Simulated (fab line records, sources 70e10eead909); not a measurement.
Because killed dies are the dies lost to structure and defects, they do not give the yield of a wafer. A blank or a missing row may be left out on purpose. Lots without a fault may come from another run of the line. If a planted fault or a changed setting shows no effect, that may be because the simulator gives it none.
fab line records + flow nandHarc
[record]
- lots = 13
- wafers = 39
- lastDay = 32
route steps=1302 shown A_SOURCE_PLATE@420 A_ONON_D1@425 A_CHANNEL_HOLE_D1@451
lots that met no fault: from a run of the same line without faults
startH: hours from the record's first day to the start of the lot's first wafer shown + waitH: hours since the lot's step before + " same as the row above + L1.1+2: a single row standing in for several wafers + - no value, or no start given + * or withheld: withheld + < > ~ a bound
route shown NAME@n: NAME is a module with steps in the file, n the number in the route of the first one + usual: mean and standard deviation over wafers with no fault + same: alike in all rows + chamber/n: place in a boat + sites: per-site readings + _std_site: their standard deviation + _edge_site: the outer-site mean with the inner-site mean subtracted + radiusMm: for every site, how far away it sits from the centre of the wafer + mask NAME#n: copy n + behind: the last tool/chamber to shape the wafer + hold: why the lot went on hold/how many hours it stayed there/how the hold came to an end + device: the transistor (n, p or np) that didn't switch + end of line: tests of these same wafers at the route's end + for a step that has no rows: nothing shown but its recipe + killed: the dies lost at the first sort to structure and to defects; this is not the yield of the wafer + map: per-die view of a wafer (x killed, . not killed, _ where there is no die)
set.NAME: the setting as run; set.NAME@STEP: as run at that earlier step + model.NAME: the simulator's own value behind a step, which no gauge read
a sample of lots followed through the steps of the route, with each step as a table and each wafer as a row
services: a tool's chamber out of use, with start hour (startH, from the record's first day; less than 0 if before it), hours out, and reason
[[steps]]
[step NHARC_A_SOURCE_PLATE_THK_MEAS_06]
[recipe]
- thkMeasGauge = ellipsometry
[usual]
- thkNm = 200.8/2.3
| lot.wafer | tool         | chamber | startH | waitH | thkNm |
|-----------|--------------|---------|--------|-------|-------|
| L223.2    | filmMetro-01 | -       | 166.56 | 0.4   | 199.3 |
| L223.5    | "            | -       | "      | "     | 199.3 |
| L223.6    | "            | -       | "      | "     | 199.4 |
| L222.2    | filmMetro-02 | -       | 166.56 | 0.4   | 202.4 |
| L222.3    | "            | -       | "      | "     | 200.7 |
| L222.4    | "            | -       | "      | "     | 198.7 |
| L224.2    | filmMetro-02 | -       | 178.00 | 0.4   | 200.3 |
| L224.3    | "            | -       | "      | "     | 198.0 |
| L224.6    | "            | -       | "      | "     | 198.1 |
| L225.2    | filmMetro-02 | -       | 196.01 | 0.4   | 201.6 |
| L225.3    | "            | -       | "      | "     | 202.1 |
| L225.4    | "            | -       | "      | "     | 203.1 |
| L226.3    | filmMetro-01 | -       | 196.03 | 0.4   | 205.3 |
| L226.4    | "            | -       | "      | "     | 206.0 |
| L226.6    | "            | -       | "      | "     | 204.6 |
| L229.1    | filmMetro-01 | -       | 229.48 | 0.4   | 196.2 |
| L229.3    | "            | -       | "      | "     | 199.6 |
| L229.5    | "            | -       | "      | "     | 200.8 |
| L230.2    | filmMetro-02 | -       | 238.64 | 0.4   | 201.8 |
| L230.4    | "            | -       | "      | "     | 196.8 |
| L230.5    | "            | -       | "      | "     | 202.6 |
| L232.1    | filmMetro-02 | -       | 255.50 | 0.4   | 200.3 |
| L232.3    | "            | -       | "      | "     | 200.5 |
| L232.4    | "            | -       | "      | "     | 200.5 |
| L234.1    | filmMetro-01 | -       | 277.30 | 0.4   | 199.2 |
| L234.4    | "            | -       | "      | "     | 201.9 |
| L234.6    | "            | -       | "      | "     | 199.0 |
| L242.1    | filmMetro-01 | -       | 359.84 | 0.4   | 200.8 |
| L242.3    | "            | -       | "      | "     | 203.1 |
| L242.4    | "            | -       | "      | "     | 198.7 |
| L243.2    | filmMetro-01 | -       | 371.62 | 0.4   | 200.7 |
| L243.3    | "            | -       | "      | "     | 201.4 |
| L243.5    | "            | -       | "      | "     | 200.6 |
| L244.3    | filmMetro-02 | -       | 371.62 | 0.4   | 201.4 |
| L244.5    | "            | -       | "      | "     | 202.0 |
| L244.6    | "            | -       | "      | "     | 201.7 |
| L245.1    | filmMetro-02 | -       | 388.98 | 0.4   | 198.4 |
| L245.3    | "            | -       | "      | "     | 198.1 |
| L245.4    | "            | -       | "      | "     | 198.0 |
[step NHARC_A_ONON_D1_THK_MEAS_02]
[recipe]
- thkMeasGauge = ellipsometry
[usual]
- thkNm = 996/9.3
| lot.wafer | tool         | chamber | startH | waitH | thkNm |
|-----------|--------------|---------|--------|-------|-------|
| L223.2    | filmMetro-02 | -       | 167.20 | -     | 1003  |
| L223.5    | "            | -       | "      | "     | 1004  |
| L223.6    | "            | -       | "      | "     | 1005  |
| L222.2    | filmMetro-01 | -       | 167.34 | -     | 995   |
| L222.3    | "            | -       | "      | "     | 992   |
| L222.4    | "            | -       | "      | "     | 992   |
| L224.2    | filmMetro-02 | -       | 178.67 | -     | 1015  |
| L224.3    | "            | -       | "      | "     | 1015  |
| L224.6    | "            | -       | "      | "     | 1015  |
| L225.2    | filmMetro-02 | -       | 196.65 | -     | 992   |
| L225.3    | "            | -       | "      | "     | 990   |
| L225.4    | "            | -       | "      | "     | 991   |
| L226.3    | filmMetro-01 | -       | 196.69 | -     | 990   |
| L226.4    | "            | -       | "      | "     | 989   |
| L226.6    | "            | -       | "      | "     | 991   |
| L229.1    | filmMetro-01 | -       | 230.12 | -     | 984   |
| L229.3    | "            | -       | "      | "     | 983   |
| L229.5    | "            | -       | "      | "     | 980   |
| L230.2    | filmMetro-02 | -       | 239.28 | -     | 1002  |
| L230.4    | "            | -       | "      | "     | 1003  |
| L230.5    | "            | -       | "      | "     | 1001  |
| L232.1    | filmMetro-02 | -       | 256.17 | -     | 990   |
| L232.3    | "            | -       | "      | "     | 990   |
| L232.4    | "            | -       | "      | "     | 991   |
| L234.1    | filmMetro-02 | -       | 278.02 | -     | 1004  |
| L234.4    | "            | -       | "      | "     | 1002  |
| L234.6    | "            | -       | "      | "     | 1004  |
| L242.1    | filmMetro-02 | -       | 360.48 | -     | 989   |
| L242.3    | "            | -       | "      | "     | 988   |
| L242.4    | "            | -       | "      | "     | 990   |
| L243.2    | filmMetro-02 | -       | 372.26 | -     | 1004  |
| L243.3    | "            | -       | "      | "     | 1004  |
| L243.5    | "            | -       | "      | "     | 1003  |
| L244.3    | filmMetro-01 | -       | 372.43 | -     | 999   |
| L244.5    | "            | -       | "      | "     | 997   |
| L244.6    | "            | -       | "      | "     | 996   |
| L245.1    | filmMetro-01 | -       | 389.62 | -     | 999   |
| L245.3    | "            | -       | "      | "     | 998   |
| L245.4    | "            | -       | "      | "     | 1000  |
[step NHARC_A_ONON_D1_DEP_33]
[recipe]
- targetThkA = 2000
- tempC = 400
- pressureTorr = 6.5
- rfW = 900
- teosFlowSccm = 161.4
- flowSccm = 2650
- targetThkNm = 200
- gas = O2
- material = SiO2
[usual]
- heaterPowerW = 549/110
- mfcPrecursorSccm = 161.4/0.49
- throttleValvePct = 15.7/0.4
| lot.wafer | tool     | chamber | startH | waitH | heaterPowerW | mfcPrecursorSccm | throttleValvePct |
|-----------|----------|---------|--------|-------|--------------|------------------|------------------|
| L222.2    | pecvd-02 | 1       | 180.21 | 0.1   | 702          | 161.1            | 15.9             |
| L222.3    | "        | 0       | "      | "     | 427          | 161.6            | 15.6             |
| L222.4    | "        | 1       | "      | "     | 714          | 160.8            | 15.9             |
| L223.2    | pecvd-03 | 2       | 180.22 | 0.1   | 551          | 161.3            | 15.5             |
| L223.6    | "        | 2       | "      | "     | 568          | 160.9            | 15.2             |
| L223.5    | "        | 1       | "      | "     | 476          | 161.9            | 15.5             |
| L224.3    | pecvd-02 | 1       | 191.11 | 0.1   | 695          | 161.7            | 15.7             |
| L224.2    | "        | 2       | "      | "     | 588          | 161.0            | 16.3             |
| L224.6    | "        | 1       | "      | "     | 720          | 160.5            | 15.7             |
| L226.3    | pecvd-04 | 0       | 209.01 | 0.1   | 393          | 161.1            | 16.3             |
| L226.6    | "        | 0       | "      | "     | 431          | 162.3            | 16.2             |
| L226.4    | "        | 2       | "      | "     | 748          | 160.9            | 15.2             |
| L225.3    | pecvd-02 | 1       | 209.05 | 0.1   | 654          | 160.9            | 16.0             |
| L225.2    | "        | 2       | "      | "     | 596          | 161.5            | 16.2             |
| L225.4    | "        | 0       | "      | "     | 477          | 160.7            | 15.6             |
| L229.1    | pecvd-02 | 0       | 243.31 | 0.1   | 474          | 161.5            | 15.1             |
| L229.3    | "        | 1       | "      | "     | 702          | 161.0            | 15.5             |
| L229.5    | "        | 1       | "      | "     | 729          | 161.6            | 15.5             |
| L230.2    | pecvd-03 | 0       | 251.79 | 0.1   | 342          | 161.3            | 15.7             |
| L230.5    | "        | 1       | "      | "     | 525          | 160.9            | 15.5             |
| L230.4    | "        | 2       | "      | "     | 637          | 160.6            | 15.4             |
| L232.3    | pecvd-03 | 0       | 268.56 | 0.1   | 457          | 160.6            | 16.0             |
| L232.1    | "        | 1       | "      | "     | 496          | 161.1            | 15.4             |
| L232.4    | "        | 1       | "      | "     | 516          | 161.4            | 15.6             |
| L234.1    | pecvd-03 | 0       | 292.76 | 0.1   | 355          | 148.8            | 15.8             |
| L234.4    | "        | 1       | "      | "     | 521          | 162.1            | 15.7             |
| L234.6    | "        | 2       | "      | "     | 686          | 161.2            | 15.3             |
| L242.1    | pecvd-02 | 0       | 375.09 | 0.1   | 528          | 160.6            | 15.1             |
| L242.3    | "        | 2       | "      | "     | 459          | 161.7            | 15.6             |
| L242.4    | "        | 0       | "      | "     | 527          | 161.4            | 15.2             |
| L243.2    | pecvd-03 | 1       | 384.71 | 0.1   | 475          | 161.2            | 15.4             |
| L243.3    | "        | 2       | "      | "     | 646          | 161.8            | 15.3             |
| L243.5    | "        | 1       | "      | "     | 487          | 161.6            | 15.2             |
| L244.3    | pecvd-02 | 0       | 384.78 | 0.1   | 535          | 160.8            | 15.4             |
| L244.5    | "        | 1       | "      | "     | 608          | 161.2            | 15.9             |
| L244.6    | "        | 2       | "      | "     | 473          | 161.4            | 15.9             |
| L245.1    | pecvd-02 | 2       | 402.01 | 0.1   | 416          | 161.9            | 15.6             |
| L245.3    | "        | 1       | "      | "     | 698          | 161.1            | 15.9             |
| L245.4    | "        | 1       | "      | "     | 716          | 161.3            | 16.1             |
[step NHARC_A_ONON_D1_THK_MEAS_34]
[recipe]
- thkMeasGauge = ellipsometry
[usual]
- thkNm = 198.8/3
| lot.wafer | tool         | chamber | startH | waitH | thkNm |
|-----------|--------------|---------|--------|-------|-------|
| L222.2    | filmMetro-01 | -       | 180.63 | -     | 195.7 |
| L222.3    | "            | -       | "      | "     | 196.3 |
| L222.4    | "            | -       | "      | "     | 197.5 |
| L223.2    | filmMetro-02 | -       | 180.64 | -     | 198.2 |
| L223.5    | "            | -       | "      | "     | 195.0 |
| L223.6    | "            | -       | "      | "     | 203.1 |
| L224.2    | filmMetro-02 | -       | 191.52 | -     | 196.0 |
| L224.3    | "            | -       | "      | "     | 196.4 |
| L224.6    | "            | -       | "      | "     | 197.8 |
| L225.2    | filmMetro-02 | -       | 209.42 | -     | 196.9 |
| L225.3    | "            | -       | "      | "     | 196.4 |
| L225.4    | "            | -       | "      | "     | 201.0 |
| L226.3    | filmMetro-02 | -       | 209.43 | -     | 199.6 |
| L226.4    | "            | -       | "      | "     | 202.2 |
| L226.6    | "            | -       | "      | "     | 204.7 |
| L229.1    | filmMetro-01 | -       | 243.68 | -     | 197.7 |
| L229.3    | "            | -       | "      | "     | 195.5 |
| L229.5    | "            | -       | "      | "     | 196.4 |
| L230.2    | filmMetro-02 | -       | 252.11 | -     | 198.5 |
| L230.4    | "            | -       | "      | "     | 204.1 |
| L230.5    | "            | -       | "      | "     | 204.8 |
| L232.1    | filmMetro-01 | -       | 268.93 | -     | 198.5 |
| L232.3    | "            | -       | "      | "     | 196.9 |
| L232.4    | "            | -       | "      | "     | 200.0 |
| L234.1    | filmMetro-02 | -       | 293.17 | -     | 181.2 |
| L234.4    | "            | -       | "      | "     | 205.5 |
| L234.6    | "            | -       | "      | "     | 205.7 |
| L242.1    | filmMetro-01 | -       | 375.57 | 0.4   | 194.5 |
| L242.3    | "            | -       | "      | "     | 197.0 |
| L242.4    | "            | -       | "      | "     | 196.5 |
| L243.2    | filmMetro-01 | -       | 385.07 | -     | 197.8 |
| L243.3    | "            | -       | "      | "     | 202.4 |
| L243.5    | "            | -       | "      | "     | 196.3 |
| L244.3    | filmMetro-01 | -       | 385.11 | -     | 197.2 |
| L244.5    | "            | -       | "      | "     | 198.3 |
| L244.6    | "            | -       | "      | "     | 201.2 |
| L245.1    | filmMetro-02 | -       | 402.42 | -     | 199.0 |
| L245.3    | "            | -       | "      | "     | 194.3 |
| L245.4    | "            | -       | "      | "     | 195.8 |
[step NHARC_A_CHANNEL_HOLE_D1_DEP_01]
[recipe]
- targetThkA = 1400
- targetThkNm = 140
- tempC = 400
- pressureTorr = 3.5
- flowSccm = 200
- rfW = 350
- material = SiON
[usual]
- heaterPowerW = 751/99
| lot.wafer | tool     | chamber | startH | waitH | heaterPowerW |
|-----------|----------|---------|--------|-------|--------------|
| L222.2    | pecvd-02 | 1       | 182.71 | 1.3   | 874          |
| L222.3    | "        | 2       | "      | "     | 776          |
| L222.4    | "        | 2       | "      | "     | 779          |
| L223.2    | pecvd-01 | 1       | 182.73 | 1.3   | 870          |
| L223.6    | "        | 1       | "      | "     | 875          |
| L223.5    | "        | 0       | "      | "     | 751          |
| L224.2    | pecvd-02 | 2       | 196.43 | 2.1   | 653          |
| L224.3    | "        | 1       | "      | "     | 917          |
| L224.6    | "        | 1       | "      | "     | 745          |
| L226.3    | pecvd-01 | 1       | 213.12 | 1.0   | 928          |
| L226.4    | "        | 1       | "      | "     | 934          |
| L226.6    | "        | 2       | "      | "     | 764          |
| L225.2    | pecvd-01 | 1       | 215.04 | 1.3   | 916          |
| L225.3    | "        | 2       | "      | "     | 734          |
| L225.4    | "        | 2       | "      | "     | 733          |
| L229.1    | pecvd-02 | 0       | 246.87 | 1.6   | 666          |
| L229.3    | "        | 1       | "      | "     | 886          |
| L229.5    | "        | 1       | "      | "     | 746          |
| L230.2    | pecvd-01 | 1       | 259.54 | 1.3   | 906          |
| L230.4    | "        | 1       | "      | "     | 916          |
| L230.5    | "        | 2       | "      | "     | 792          |
| L232.1    | pecvd-02 | 0       | 271.96 | 1.6   | 657          |
| L232.3    | "        | 1       | "      | "     | 823          |
| L232.4    | "        | 1       | "      | "     | 797          |
| L234.1    | pecvd-03 | 2       | 295.22 | 1.6   | 867          |
| L234.6    | "        | 0       | "      | "     | 650          |
| L234.4    | "        | 1       | "      | "     | 759          |
| L242.1    | pecvd-01 | 0       | 384.90 | 1.7   | 705          |
| L242.3    | "        | 1       | "      | "     | 885          |
| L242.4    | "        | 2       | "      | "     | 882          |
| L243.3    | pecvd-02 | 0       | 395.94 | 1.0   | 725          |
| L243.2    | "        | 2       | "      | "     | 676          |
| L243.5    | "        | 1       | "      | "     | 832          |
| L244.3    | pecvd-01 | 0       | 396.09 | 1.0   | 718          |
| L244.6    | "        | 2       | "      | "     | 897          |
| L244.5    | "        | 0       | "      | "     | 585          |
| L245.1    | pecvd-01 | 0       | 404.44 | 1.6   | 639          |
| L245.3    | "        | 1       | "      | "     | 829          |
| L245.4    | "        | 2       | "      | "     | 806          |
[[services]]
| tool     | chamber | startH | hours | kind      |
|----------|---------|--------|-------|-----------|
| pecvd-03 | -       | 185.67 | 13.0  | pm        |
| pecvd-03 | 0       | 185.67 | 13.0  | ventCycle |
| pecvd-01 | 1       | 191.96 | 15.8  | repair    |
| pecvd-03 | -       | 200.93 | 1.3   | repair    |
| pecvd-02 | -       | 227.07 | 13.0  | pm        |
| pecvd-02 | 0       | 227.07 | 13.0  | ventCycle |
| pecvd-02 | 1       | 227.07 | 13.0  | ventCycle |
| pecvd-02 | 2       | 227.07 | 13.0  | ventCycle |
| pecvd-02 | 0       | 240.07 | -     | clean     |
| pecvd-02 | 1       | 240.07 | -     | clean     |
| pecvd-02 | 2       | 240.07 | -     | clean     |
| pecvd-02 | -       | 243.81 | 1.7   | repair    |
| pecvd-04 | -       | 269.12 | 13.0  | pm        |
| pecvd-01 | 1       | 287.19 | 4.1   | repair    |
| pecvd-01 | 2       | 289.87 | 2.5   | repair    |
| pecvd-01 | -       | 311.07 | 13.0  | pm        |
| pecvd-01 | 0       | 311.07 | 13.0  | ventCycle |
| pecvd-01 | 1       | 311.07 | 13.0  | ventCycle |
| pecvd-01 | 2       | 311.07 | 13.0  | ventCycle |
| pecvd-01 | 0       | 324.07 | -     | clean     |
| pecvd-01 | 1       | 324.07 | -     | clean     |
| pecvd-01 | 2       | 324.07 | -     | clean     |
| pecvd-03 | -       | 366.93 | 13.0  | pm        |
| pecvd-02 | 1       | 373.11 | 2.2   | repair    |
[[key]]
[firstSign]
- step = NHARC_A_ONON_D1_DEP_33
- reading = mfcPrecursorSccm
- direction = down
- sigmas = 26
- usual = 161.4
- struck = 148.8
[effect]
- step = NHARC_A_ONON_D1_THK_MEAS_34
- reading = thkNm
- direction = down
- sigmas = 5.9
- usual = 198.8
- struck = 181.2
metAt NHARC_A_ONON_D1_DEP_33
struckLots L234
struckWafers L234.1
testerLeftOut L234
notActingAt NHARC_A_SOURCE_PLATE_THK_MEAS_06,NHARC_A_ONON_D1_THK_MEAS_02,NHARC_A_CHANNEL_HOLE_D1_DEP_01
onsetBetween 268.56 292.76
[fault]
- kind = processParameterDrift
- tool = pecvd-03
- chamber = 0
- onsetH = 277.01
- steps = NHARC_A_ONON_D1_DEP_33
- channel = teosFlowSccm
- offset = *
- shape = step
- endH = 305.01
- actsIn = *
- stated = *
// testerLeftOut: of these lots the tester's yield and bins aren't shown, on N5 and GAA mostly nor the transistor test; their killed dies are dies lost to structure and defects alone, not to doping, threshold or leakage, so they don't give the yield
